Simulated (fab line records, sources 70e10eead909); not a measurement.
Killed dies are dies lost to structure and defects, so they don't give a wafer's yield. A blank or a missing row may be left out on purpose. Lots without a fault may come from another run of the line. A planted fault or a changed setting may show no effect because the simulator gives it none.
A struck lot beside a sound one | flow nand_harc | 15 steps out of a route of 1159
Sound: wafers L384.2, L384.5, L384.6. Struck: wafers L405.3, L405.4, L405.5. The cause comes at the end.
At each step with rows: each side's tool, then ch and its chambers, then its first start. Under that, the readings that differ: sound wafers | struck wafers | difference of the means | sigmas: that difference in standard deviations of wafers without a fault.
alike: readings whose means differ by less than 2 such deviations, and words and numbers that are the same on both sides. not compared: withheld readings, readings that some wafer has no value for, bounds like >300 that may hide the same value, and numbers for which the record gives no deviation and whose values overlap.
The two part at a step that has a row with sigmas, a row that says differs or no value, or rows on one side only. Numbers that don't overlap but have no deviation are shown without sigmas and don't part them. A reading that every wafer of one side lacks parts them only if that side has two wafers or more.

first, 8 steps without rows for these wafers: NHARC_THIN_TSV_DEHYDRATE_25 (time 120 s); NHARC_THIN_TSV_HMDS_26 (time 30 s); NHARC_THIN_TSV_COAT_27; NHARC_THIN_TSV_SOFTBAKE_28 (time 95 s); NHARC_THIN_TSV_EBR_29; NHARC_THIN_TSV_EXPOSE_30 (exposes mask PAD); NHARC_THIN_TSV_PEB_31 (peb time 85 s); NHARC_THIN_TSV_DEVELOP_32 (time 70 s).
NHARC_THIN_TSV_CD_MEAS_33: target cd 5000 nm.
  sound on cd_sem-01 ch 0, day 19 14:17; struck on cd_sem-02 ch 0, day 24 15:46
  alike: cd_nm
then, 1 step without rows for these wafers: NHARC_THIN_TSV_HARDBAKE_34 (time 80 s).
NHARC_THIN_TSV_DESCUM_35: chemistry O2, time 3 s.
  sound on rie_diel-13 ch 0,2,3, day 19 14:28; struck on rie_diel-02 ch 1,3, day 24 15:56
  alike: drypump_motor_current_A, oes_product_au, rf_vpp_V, showerhead_plenum_p_Torr, throttle_valve_pct
  not compared: rf_hours_counter_h
NHARC_THIN_TSV_ETCH_59: etches the open film in Cl2/BCl3, target depth 880 nm, time 138.1 s.
  sound on rie_metal-01 ch 0,1, day 19 14:34; struck on rie_metal-03 ch 0,1, day 24 16:08
  alike: drypump_motor_current_A, oes_product_au, run_length_s, throttle_valve_pct
  not compared: rf_hours_counter_h
NHARC_THIN_TSV_ETCH_36: etches the open film in Cl2/BCl3, target depth 65 nm, time 18.571 s.
  sound on rie_metal-01 ch 0,1, day 19 14:50; struck on rie_metal-03 ch 0,1, day 24 16:19
  reading               | sound             | struck            | difference | sigmas
  oes_product_au (a.u.) | 1.010 1.022 1.019 | 0.993 1.011 0.990 | -0.019     | -2
  run_length_s (s)      | 40.8 40.6 39.9    | 35.1 35.5 34.4    | -5.4       | -15
  alike: drypump_motor_current_A
  not compared: rf_hours_counter_h
NHARC_THIN_TSV_STRIP_56: strips in O2.
  sound on plasma_asher-01 ch 0,1, day 19 14:55; struck on plasma_asher-02 ch 0,1, day 24 16:30
  alike: drypump_motor_current_A, heater_power_w
  not compared: rf_hours_counter_h
NHARC_END_SORT_01:
  the record has rows for the sound wafers here (prober-02 ch 0, day 19 22:02) and none for the struck ones

WHERE THEY PART
First at NHARC_THIN_TSV_ETCH_36; last, within this record, at NHARC_END_SORT_01.

WHY: what the simulator had put in
Process parameter drift: rie_metal-03, from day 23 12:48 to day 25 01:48, at NHARC_THIN_TSV_ETCH_36. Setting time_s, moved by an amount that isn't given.
